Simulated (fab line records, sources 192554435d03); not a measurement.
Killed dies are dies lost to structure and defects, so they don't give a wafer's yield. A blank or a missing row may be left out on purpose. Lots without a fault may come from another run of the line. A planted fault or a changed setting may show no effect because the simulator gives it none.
fab line records | flow n5_finfet
record lots=24 wafers=72 last_day=18
route steps=1938 shown BEOL_M5@1159
lots that met no fault: from a run of the same line without faults
start_h: hours from the record's first day to the start of the lot's first wafer shown | wait_h: hours since the lot's step before | " the same as in the row above | L1.1+2: a row that stands for several wafers | - no value, or no start given | * or withheld: withheld | < > ~ a bound
route shown NAME@n: a module of which the file shows steps, and the number in the route of the first | usual: mean/standard deviation of fault-free wafers | same: alike in all rows | chamber/n: place in a boat | sites: the reading at each site | _std_site: their standard deviation | _edge_site: outer sites' mean less inner sites' | radius_mm: how far each site lies from the wafer's centre | mask NAME#n: copy n | behind: the tool/chamber that last shaped the wafer | hold: why the lot was held/for how many hours/how that ended | device: the transistor (n, p or np) that didn't switch | end of line: the same wafers' tests at the end of the route | a step without rows: its recipe alone | killed: dies lost to structure and defects at the first sort, not the wafer's yield | map: a wafer's dies, x killed, . not, _ none there
set.NAME: the setting as run; set.NAME@STEP: as run at that earlier step | model.NAME: the simulator's own value behind a step, which no gauge read
steps of the route over a sample of lots; a table a step, a row a wafer
services: from which hour (start_h, from the record's first day; less than 0 if before it) a tool's chamber was out of use, for how many hours, and why
## steps
# step N5_BEOL_M5_STRIP_36
# recipe chemistry=N2/H2 power_w=450 temp_c=40 pressure_mtorr=20 rf_frequency_hz=6e+07 overash_fraction=0.3 bias_power_w=7 h2_frac=0.5 n2_flow_sccm=200 h2_flow_sccm=200
# usual drypump_motor_current_A=5.7/0.4 oes_product_au=0.77/0.083 rf_vpp_V=59.2/1.4 showerhead_plenum_p_Torr=2.54/0.08 throttle_valve_pct=23.62/0.28
# columns lot.wafer tool chamber start_h wait_h drypump_motor_current_A oes_product_au rf_hours_counter_h rf_vpp_V showerhead_plenum_p_Torr throttle_valve_pct
L074.2 rie_diel-06 2 169.75 0.0 5.9 0.71 197 59.2 2.62 23.49
L074.3 " 3 " " 5.2 0.77 159 59.6 2.64 23.17
L074.6 " 2 " " 5.9 0.72 - 60.3 2.62 23.51
L075.1 rie_diel-06 1 172.42 0.0 5.8 0.72 148 59.5 2.43 23.58
L075.2 " 0 " " 5.7 0.69 238 57.1 2.62 23.55
L075.3 " 2 " " 6.0 0.71 197 59.4 2.62 23.51
L076.1 rie_diel-05 0 179.27 0.0 6.0 0.72 193 57.9 2.62 24.04
L076.3 " 1 " " 5.5 0.71 185 57.6 2.42 23.83
L076.4 " 2 " " 5.1 0.87 50 58.7 2.57 23.26
L077.2 rie_diel-06 3 179.71 0.0 5.2 0.74 163 57.8 2.64 23.20
L077.3 " 0 " " 5.7 0.68 241 59.9 2.62 23.55
L077.4 " 3 " " 5.2 0.74 - 59.2 2.64 23.17
L078.1 rie_diel-06 3 193.30 0.0 5.2 0.74 167 60.1 2.64 23.19
L078.2 " 2 " " 5.9 0.71 205 60.8 2.62 23.53
L078.5 " 1 " " 5.8 0.73 - 60.6 2.43 23.59
L080.1 rie_diel-06 0 197.46 0.0 5.8 0.70 247 58.9 2.61 23.56
L080.3 " 1 " " 5.8 0.73 153 59.1 2.43 23.59
L080.5 " 1 " " 5.8 0.73 - 62.8 2.43 23.59
L079.2 rie_diel-04 2 198.76 0.0 6.5 0.95 7 59.2 2.47 23.68
L079.4 " 3 " " 5.1 0.77 149 61.3 2.55 24.03
L079.5 " 0 " " 5.6 0.83 - 59.0 2.48 23.67
L081.2 rie_diel-06 3 202.22 0.0 5.2 0.74 170 57.4 2.64 23.20
L081.3 " 0 " " 5.7 0.69 248 61.9 2.61 23.58
L081.6 " 1 " " 5.8 0.74 - 60.0 2.43 23.61
L082.3 rie_diel-04 1 208.74 0.0 5.9 0.67 240 59.8 2.61 23.57
L082.4 " 0 " " 5.6 0.83 68 58.8 2.47 23.70
L082.5 " 0 " " 5.6 0.81 - 60.2 2.47 23.68
L083.3 rie_diel-05 1 226.72 0.0 5.5 0.70 200 59.1 2.41 23.84
L083.5 " 2 " " 5.1 0.86 - 61.8 2.56 23.29
L083.6 " 1 " " 5.5 0.70 - 59.0 2.41 23.84
L084.2 rie_diel-04 2 231.48 0.0 6.6 0.93 17 58.2 2.47 23.71
L084.5 " 0 " " 5.6 0.82 - 58.6 2.47 23.68
L084.6 " 3 " " 5.1 0.75 - 56.0 2.54 24.03
L086.1 rie_diel-04 1 231.87 0.0 5.9 0.66 247 57.9 2.61 23.60
L086.3 " 3 " " 5.1 0.76 158 57.4 2.54 24.04
L086.5 " 2 " " 6.5 0.93 - 58.7 2.47 23.71
L085.3 rie_diel-06 0 237.81 0.0 5.7 0.98 4 59.8 2.61 23.27
L085.4 " 2 " " 6.0 0.70 222 56.6 2.61 23.53
L085.6 " 0 " " 5.7 0.97 - 57.6 2.61 23.29
L087.2 rie_diel-06 0 246.15 0.0 5.7 0.99 5 60.7 2.61 23.29
L087.4 " 3 " " 5.2 0.73 185 60.1 2.63 23.21
L087.5 " 2 " " 6.0 0.70 - 59.7 2.61 23.56
L088.1 rie_diel-05 0 250.64 0.0 6.0 0.69 216 58.5 2.61 24.08
L088.2 " 3 " " 5.7 0.81 108 61.2 2.45 23.30
L088.4 " 1 " " 5.6 0.70 - 59.5 2.41 23.84
L089.1 rie_diel-05 0 258.66 0.0 6.0 0.70 219 59.7 2.61 24.03
L089.5 " 3 " " 5.7 0.81 - 58.7 2.45 23.30
L089.6 " 0 " " 6.0 0.70 - 59.4 2.61 24.09
L090.3 rie_diel-04 2 263.29 0.0 6.5 0.91 29 60.5 2.47 23.74
L090.5 " 0 " " 5.6 0.81 - 58.4 2.47 23.71
L090.6 " 2 " " 6.5 0.91 - 60.3 2.47 23.70
L091.1 rie_diel-04 3 264.20 0.0 5.1 0.75 171 57.7 2.54 24.08
L091.4 " 0 " " 5.6 0.80 - 58.0 2.47 23.72
L091.5 " 3 " " 5.1 0.75 - 57.8 2.54 24.10
L093.2 rie_diel-04 2 281.45 0.0 6.5 0.89 35 58.9 2.46 23.72
L093.3 " 0 " " 5.6 0.80 93 58.8 2.46 23.73
L093.4 " 3 " " 5.1 0.75 177 57.7 2.54 24.09
L092.4 rie_diel-06 0 287.51 0.0 5.7 0.95 17 59.8 2.61 23.30
L092.5 " 3 " " 5.2 0.72 - 60.0 2.62 23.22
L092.6 " 2 " " 5.9 0.69 - 60.6 2.61 23.57
L094.1 rie_diel-06 2 290.98 0.0 6.0 0.68 236 57.8 2.61 23.58
L094.4 " 3 " " 5.2 0.72 198 59.9 2.63 23.21
L094.5 " 0 " " 5.7 0.93 - 60.4 2.60 23.29
L095.2 rie_diel-04 0 307.08 0.0 5.6 0.78 95 57.4 2.46 23.73
L095.4 " 3 " " 5.1 0.74 179 57.3 2.54 24.06
L095.6 " 3 " " 5.1 0.74 - 58.2 2.53 24.05
L096.1 rie_diel-04 2 320.38 0.0 6.5 0.89 42 56.6 2.46 23.77
L096.5 " 3 " " 5.1 0.75 - 58.1 2.53 24.09
L096.6 " 0 " " 5.6 0.78 - 59.3 2.46 23.74
L097.1 rie_diel-05 1 320.43 0.0 5.5 0.69 230 56.2 2.40 23.88
L097.3 " 2 " " 5.1 0.82 89 55.8 2.55 23.34
L097.5 " 0 " " 6.0 0.69 - 57.7 2.60 24.11
# step N5_BEOL_M5_PRE_CLEAN_45
# recipe gas=H2/He time_s=30 temp_c=250
# usual heater_power_w=334/35
# columns lot.wafer tool chamber start_h wait_h heater_power_w
L074.2 pvd_sputter-01 - 170.54 0.0 324
L074.3 " - " " 338
L074.6 " - " " 344
L075.1 pvd_sputter-02 - 173.32 0.0 361
L075.2 " - " " 333
L075.3 " - " " 332
L076.1 pvd_sputter-03 - 181.07 0.0 394
L076.3 " - " " 301
L076.4 " - " " 271
L077.2 pvd_sputter-02 - 181.16 0.0 347
L077.3 " - " " 333
L077.4 " - " " 361
L078.1 pvd_sputter-03 - 194.14 0.0 271
L078.2 " - " " 397
L078.5 " - " " 273
L080.1 pvd_sputter-02 - 198.43 0.0 350
L080.3 " - " " 360
L080.5 " - " " 330
L079.2 pvd_sputter-01 - 199.89 0.0 347
L079.4 " - " " 273
L079.5 " - " " 283
L081.2 pvd_sputter-02 - 203.17 0.0 338
L081.3 " - " " 362
L081.6 " - " " 357
L082.3 pvd_sputter-03 - 209.79 0.0 398
L082.4 " - " " 302
L082.5 " - " " 397
L083.3 pvd_sputter-03 - 228.12 0.0 361
L083.5 " - " " 393
L083.6 " - " " 366
L084.2 pvd_sputter-03 - 233.01 0.0 356
L084.5 " - " " 272
L084.6 " - " " 393
L086.1 pvd_sputter-03 - 233.09 0.0 364
L086.3 " - " " 407
L086.5 " - " " 300
L085.3 pvd_sputter-02 - 238.59 0.0 338
L085.4 " - " " 332
L085.6 " - " " 339
L087.2 pvd_sputter-01 - 247.05 0.0 333
L087.4 " - " " 339
L087.5 " - " " 331
L088.1 pvd_sputter-03 - 251.46 0.0 304
L088.2 " - " " 267
L088.4 " - " " 363
L089.1 pvd_sputter-01 - 259.42 0.0 277
L089.5 " - " " 317
L089.6 " - " " 337
L090.3 pvd_sputter-02 - 264.80 0.0 339
L090.5 " - " " 349
L090.6 " - " " 313
L091.1 pvd_sputter-01 - 265.11 0.0 280
L091.4 " - " " 321
L091.5 " - " " 276
L093.2 pvd_sputter-02 - 282.22 0.0 345
L093.3 " - " " 327
L093.4 " - " " 347
L092.4 pvd_sputter-02 - 288.38 0.0 357
L092.5 " - " " 325
L092.6 " - " " 342
L094.1 pvd_sputter-03 - 291.86 0.0 367
L094.4 " - " " 393
L094.5 " - " " 362
L095.2 pvd_sputter-03 - 308.39 0.0 399
L095.4 " - " " 298
L095.6 " - " " 361
L096.1 pvd_sputter-02 - 321.74 0.0 321
L096.5 " - " " 339
L096.6 " - " " 347
L097.1 pvd_sputter-01 - 321.77 0.0 351
L097.3 " - " " 328
L097.5 " - " " 341
# step N5_BEOL_M5_ALD_86
# recipe material=TaN target_thk_a=* temp_c=275 ald_precursor_family=PDMAT ald_co_reactant=NH3 pressure_torr=3 carrier_flow_sccm=1500 pulse_time_s=2 purge_time_s=3 co_reactant_purge_time_s=2 co_reactant_pulse_time_s=3 ald_cycles=30 precursor_vessel_temp_c=75 precursor_vessel_pressure_torr=26.25 precursor_vessel_carrier_sccm=1000
# usual heater_power_w=422/40 precursor_vessel_pressure_torr=26.26/0.056
# same co_reactant_pulse_time_s=3
# columns lot.wafer tool chamber start_h wait_h heater_power_w precursor_vessel_pressure_torr
L074.2 ald_metal-03 3 170.60 0.0 417 26.20
L074.3 " 2 " " 417 26.37
L074.6 " 3 " " 419 26.26
L075.1 ald_metal-04 3 173.60 0.3 520 26.19
L075.2 " 2 " " 446 26.21
L075.3 " 0 " " 453 26.23
L076.1 ald_metal-02 0 181.13 0.0 439 26.29
L076.3 " 1 " " 407 26.28
L076.4 " 2 " " 364 26.33
L077.2 ald_metal-03 1 181.31 0.1 375 26.31
L077.3 " 2 " " 428 26.23
L077.4 " 3 " " 418 26.20
L078.1 ald_metal-04 1 194.20 0.0 457 26.34
L078.2 " 2 " " 437 26.27
L078.5 " 1 " " 445 26.30
L080.1 ald_metal-04 0 198.72 0.3 457 26.33
L080.3 " 2 " " 436 26.29
L080.5 " 1 " " 461 26.21
L079.2 ald_metal-02 2 200.18 0.3 355 26.28
L079.4 " 3 " " 390 26.28
L079.5 " 2 " " 357 26.26
L081.2 ald_metal-02 0 203.25 0.1 449 26.21
L081.3 " 2 " " 351 26.21
L081.6 " 0 " " 437 26.24
L082.3 ald_metal-04 3 209.99 0.2 511 26.30
L082.4 " 1 " " 459 26.16
L082.5 " 3 " " 509 26.28
L083.3 ald_metal-04 3 228.22 0.1 519 26.22
L083.5 " 1 " " 459 26.18
L083.6 " 0 " " 453 26.23
L084.2 ald_metal-03 0 233.07 0.0 385 26.14
L084.5 " 0 " " 385 26.21
L084.6 " 1 " " 381 26.19
L086.1 ald_metal-02 2 233.15 0.0 357 26.27
L086.3 " 0 " " 440 26.22
L086.5 " 0 " " 445 26.23
L085.3 ald_metal-03 0 238.66 0.1 384 26.28
L085.4 " 1 " " 380 26.27
L085.6 " 2 " " 435 26.31
L087.2 ald_metal-03 1 247.11 0.0 376 26.27
L087.4 " 2 " " 433 26.23
L087.5 " 0 " " 378 26.22
L088.1 ald_metal-03 3 251.54 0.1 418 26.21
L088.2 " 2 " " 424 26.30
L088.4 " 1 " " 381 26.29
L089.1 ald_metal-04 3 259.48 0.0 511 26.24
L089.5 " 3 " " 515 26.20
L089.6 " 0 " " 446 26.27
L090.3 ald_metal-03 0 264.86 0.0 380 26.24
L090.5 " 2 " " 424 26.25
L090.6 " 3 " " 417 26.26
L091.1 ald_metal-03 2 265.17 0.0 423 26.23
L091.4 " 3 " " 416 26.36
L091.5 " 3 " " 417 26.36
L093.2 ald_metal-04 0 282.30 0.1 455 26.22
L093.3 " 1 " " 463 26.20
L093.4 " 3 " " 498 26.34
L092.4 ald_metal-02 1 288.44 0.0 396 26.28
L092.5 " 1 " " 396 26.35
L092.6 " 2 " " 355 26.27
L094.1 ald_metal-03 1 291.92 0.0 389 26.23
L094.4 " 3 " " 413 26.31
L094.5 " 0 " " 377 26.30
L095.2 ald_metal-04 2 308.45 0.0 447 26.27
L095.4 " 0 " " 451 26.39
L095.6 " 0 " " 452 26.31
L096.1 ald_metal-02 2 321.86 0.1 359 26.25
L096.5 " 1 " " 402 26.26
L096.6 " 3 " " 406 26.23
L097.1 ald_metal-03 0 322.00 0.2 381 26.10
L097.3 " 2 " " 428 26.31
L097.5 " 0 " " 388 26.25
# step N5_BEOL_M5_SPUTTER_90
# recipe material=Cu target_thk_a=45 temp_c=-20 chamber_pressure_pa=0.07 power_w=withheld time_s=8.29
# usual throttle_valve_pct=30.8/0.7
# columns lot.wafer tool chamber start_h wait_h throttle_valve_pct
L074.2 pvd_sputter-03 - 176.97 0.5 29.4
L074.3 " - " " 31.3
L074.6 " - " " 30.1
L075.1 pvd_sputter-01 - 178.59 0.5 30.6
L075.2 " - " " 31.8
L075.3 " - " " 30.3
L076.1 pvd_sputter-02 - 185.96 0.5 31.3
L076.3 " - " " 31.0
L076.4 " - " " 30.6
L077.2 pvd_sputter-03 - 186.29 0.5 30.3
L077.3 " - " " 29.6
L077.4 " - " " 31.0
L078.1 pvd_sputter-03 - 199.01 0.5 30.8
L078.2 " - " " 30.5
L078.5 " - " " 30.1
L080.1 pvd_sputter-03 - 203.71 0.5 29.6
L080.3 " - " " 30.9
L080.5 " - " " 29.9
L079.2 pvd_sputter-01 - 206.51 0.5 30.5
L079.4 " - " " 30.5
L079.5 " - " " 30.6
L081.2 pvd_sputter-03 - 208.24 0.5 30.6
L081.3 " - " " 30.1
L081.6 " - " " 31.1
L082.3 pvd_sputter-02 - 215.61 0.5 30.3
L082.4 " - " " 31.6
L082.5 " - " " 30.4
L083.3 pvd_sputter-02 - 233.03 0.5 30.2
L083.5 " - " " 31.3
L083.6 " - " " 31.2
L084.2 pvd_sputter-03 - 238.17 0.5 29.5
L084.5 " - " " 30.5
L084.6 " - " " 30.1
L086.1 pvd_sputter-01 - 238.29 0.5 31.5
L086.3 " - " " 31.8
L086.5 " - " " 30.5
L085.3 pvd_sputter-01 - 243.65 0.5 31.3
L085.4 " - " " 30.6
L085.6 " - " " 30.4
L087.2 pvd_sputter-01 - 252.01 0.5 30.5
L087.4 " - " " 31.1
L087.5 " - " " 31.7
L089.1 pvd_sputter-03 - 264.32 0.5 29.6
L089.5 " - " " 31.3
L089.6 " - " " 29.7
L088.1 pvd_sputter-02 - 264.68 0.5 31.2
L088.2 " - " " 31.0
L088.4 " - " " 32.3
L090.3 pvd_sputter-01 - 269.71 0.5 30.7
L090.5 " - " " 31.9
L090.6 " - " " 30.4
L091.1 pvd_sputter-03 - 269.99 0.5 29.3
L091.4 " - " " 30.0
L091.5 " - " " 30.3
L093.2 pvd_sputter-03 - 287.21 0.5 30.2
L093.3 " - " " 31.0
L093.4 " - " " 29.1
L092.4 pvd_sputter-01 - 293.78 0.5 31.2
L092.5 " - " " 31.4
L092.6 " - " " 31.8
L094.1 pvd_sputter-02 - 297.54 0.5 31.0
L094.4 " - " " 32.1
L094.5 " - " " 31.4
L095.2 pvd_sputter-01 - 313.36 0.5 31.2
L095.4 " - " " 31.8
L095.6 " - " " 30.7
L096.1 pvd_sputter-02 - 326.91 0.5 32.2
L096.5 " - " " 32.0
L096.6 " - " " 30.4
L097.1 pvd_sputter-03 - 327.06 0.5 29.5
L097.3 " - " " 30.6
L097.5 " - " " 29.6
# step N5_BEOL_M5_PRE_CLEAN_77
# recipe gas=NH3/H2 time_s=15 temp_c=* rf_power_w=300
# usual heater_power_w=74/15
# columns lot.wafer tool chamber start_h wait_h heater_power_w
L074.2 cvd_co-01 2 178.30 0.3 65
L074.3 " 1 " " 88
L074.6 " 0 " " 96
L075.1 cvd_co-01 1 179.80 0.0 87
L075.2 " 0 " " 96
L075.3 " 2 " " 64
L076.1 cvd_co-02 0 186.79 0.0 60
L076.3 " 1 " " 67
L076.4 " 0 " " 61
L077.2 cvd_co-02 0 187.16 0.1 60
L077.3 " 1 " " 65
L077.4 " 0 " " 61
L078.1 cvd_co-02 2 199.84 0.0 58
L078.2 " 0 " " 63
L078.5 " 0 " " 63
L080.1 cvd_co-02 2 204.55 0.0 58
L080.3 " 1 " " 66
L080.5 " 1 " " 65
L079.2 cvd_co-02 2 207.34 0.0 59
L079.4 " 1 " " 67
L079.5 " 2 " " 59
L081.2 cvd_co-01 0 209.07 0.0 98
L081.3 " 1 " " 85
L081.6 " 1 " " 87
L082.3 cvd_co-01 0 216.83 0.0 97
L082.4 " 2 " " 65
L082.5 " 0 " " 98
L083.3 cvd_co-01 2 233.94 0.1 64
L083.5 " 1 " " 87
L083.6 " 0 " " 96
L084.2 cvd_co-02 1 239.01 0.0 65
L084.5 " 1 " " 66
L084.6 " 2 " " 58
L086.1 cvd_co-01 1 239.29 0.0 87
L086.3 " 2 " " 64
L086.5 " 1 " " 86
L085.3 cvd_co-01 2 244.48 0.0 64
L085.4 " 2 " " 67
L085.6 " 0 " " 98
L087.2 cvd_co-02 2 252.91 0.0 59
L087.4 " 0 " " 61
L087.5 " 2 " " 58
L089.1 cvd_co-01 1 265.16 0.0 88
L089.5 " 0 " " 98
L089.6 " 2 " " 65
L088.1 cvd_co-01 1 265.51 0.0 86
L088.2 " 0 " " 97
L088.4 " 2 " " 65
L090.3 cvd_co-02 2 270.61 0.1 59
L090.5 " 1 " " 65
L090.6 " 2 " " 60
L091.1 cvd_co-01 0 270.83 0.0 100
L091.4 " 0 " " 98
L091.5 " 2 " " 65
L093.2 cvd_co-01 0 288.04 0.0 94
L093.3 " 1 " " 85
L093.4 " 1 " " 86
L092.4 cvd_co-01 2 294.64 0.1 66
L092.5 " 0 " " 98
L092.6 " 1 " " 86
L094.1 cvd_co-02 1 298.39 0.0 66
L094.4 " 2 " " 58
L094.5 " 0 " " 62
L095.2 cvd_co-02 0 314.19 0.0 62
L095.4 " 0 " " 63
L095.6 " 1 " " 64
L096.1 cvd_co-01 1 327.74 0.0 87
L096.5 " 0 " " 100
L096.6 " 2 " " 66
L097.1 cvd_co-01 0 327.97 0.0 97
L097.3 " 2 " " 68
L097.5 " 2 " " 65
# step N5_BEOL_M5_CO_CAP_78
# recipe material=Co target_thk_a=20 temp_c=200 precursor=CCTBA/H2 pressure_torr=30 time_s=102.1
# usual heater_power_w=223/18
# columns lot.wafer tool chamber start_h wait_h heater_power_w
L074.2 cvd_co-01 2 178.34 0.0 209
L074.3 " 1 " " 233
L074.6 " 0 " " 256
L075.1 cvd_co-01 1 179.84 0.0 237
L075.2 " 0 " " 247
L075.3 " 2 " " 211
L076.1 cvd_co-02 0 186.83 0.0 206
L076.3 " 1 " " 213
L076.4 " 0 " " 204
L077.2 cvd_co-02 0 187.20 0.0 206
L077.3 " 1 " " 210
L077.4 " 0 " " 212
L078.1 cvd_co-02 2 199.88 0.0 206
L078.2 " 0 " " 209
L078.5 " 0 " " 206
L080.1 cvd_co-02 2 204.59 0.0 204
L080.3 " 1 " " 214
L080.5 " 1 " " 219
L079.2 cvd_co-02 2 207.38 0.0 203
L079.4 " 1 " " 215
L079.5 " 2 " " 207
L081.2 cvd_co-01 0 209.11 0.0 250
L081.3 " 1 " " 235
L081.6 " 1 " " 245
L082.3 cvd_co-01 0 216.87 0.0 254
L082.4 " 2 " " 211
L082.5 " 0 " " 251
L083.3 cvd_co-01 2 233.98 0.0 209
L083.5 " 1 " " 238
L083.6 " 0 " " 250
L084.2 cvd_co-02 1 239.05 0.0 209
L084.5 " 1 " " 217
L084.6 " 2 " " 200
L086.1 cvd_co-01 1 239.33 0.0 238
L086.3 " 2 " " 209
L086.5 " 1 " " 233
L085.3 cvd_co-01 2 244.52 0.0 211
L085.4 " 2 " " 217
L085.6 " 0 " " 251
L087.2 cvd_co-02 2 252.95 0.0 205
L087.4 " 0 " " 207
L087.5 " 2 " " 203
L089.1 cvd_co-01 1 265.20 0.0 236
L089.5 " 0 " " 255
L089.6 " 2 " " 210
L088.1 cvd_co-01 1 265.55 0.0 234
L088.2 " 0 " " 253
L088.4 " 2 " " 211
L090.3 cvd_co-02 2 270.65 0.0 205
L090.5 " 1 " " 222
L090.6 " 2 " " 201
L091.1 cvd_co-01 0 270.87 0.0 246
L091.4 " 0 " " 249
L091.5 " 2 " " 210
L093.2 cvd_co-01 0 288.08 0.0 249
L093.3 " 1 " " 240
L093.4 " 1 " " 231
L092.4 cvd_co-01 2 294.70 0.0 211
L092.5 " 0 " " 251
L092.6 " 1 " " 236
L094.1 cvd_co-02 1 298.43 0.0 210
L094.4 " 2 " " 207
L094.5 " 0 " " 207
L095.2 cvd_co-02 0 314.23 0.0 207
L095.4 " 0 " " 210
L095.6 " 1 " " 210
L096.1 cvd_co-01 1 327.78 0.0 239
L096.5 " 0 " " 250
L096.6 " 2 " " 216
L097.1 cvd_co-01 0 328.01 0.0 248
L097.3 " 2 " " 213
L097.5 " 2 " " 215
## services
# columns tool chamber start_h hours kind
rie_diel-05 0 149.24 2.4 repair
rie_diel-04 0 150.26 5.2 repair
rie_diel-04 2 155.76 - clean
rie_diel-04 2 155.76 - consumable_replace:esc
cvd_co-02 0 164.38 13.9 repair
cvd_co-01 - 168.86 1.6 repair
cvd_co-02 - 174.31 6.0 pm
rie_diel-06 1 175.19 8.7 repair
cvd_co-01 - 183.26 5.3 repair
ald_metal-03 - 183.35 8.7 pm
ald_metal-03 0 200.79 3.8 repair
rie_diel-06 0 208.32 - clean
rie_diel-06 0 208.32 - consumable_replace:focus_ring
rie_diel-06 0 208.32 17.7 scheduled_down
rie_diel-06 0 208.32 17.7 vent_cycle
ald_metal-03 - 209.31 2.8 pm
ald_metal-03 1 214.47 7.8 repair
cvd_co-02 - 225.46 0.6 repair
ald_metal-02 1 229.45 7.2 repair
ald_metal-03 - 248.90 1.1 repair
ald_metal-03 3 261.07 3.2 repair
rie_diel-04 - 284.96 14.6 pm
ald_metal-02 0 296.44 26.8 repair
ald_metal-03 - 319.65 0.3 repair
## key
fault none
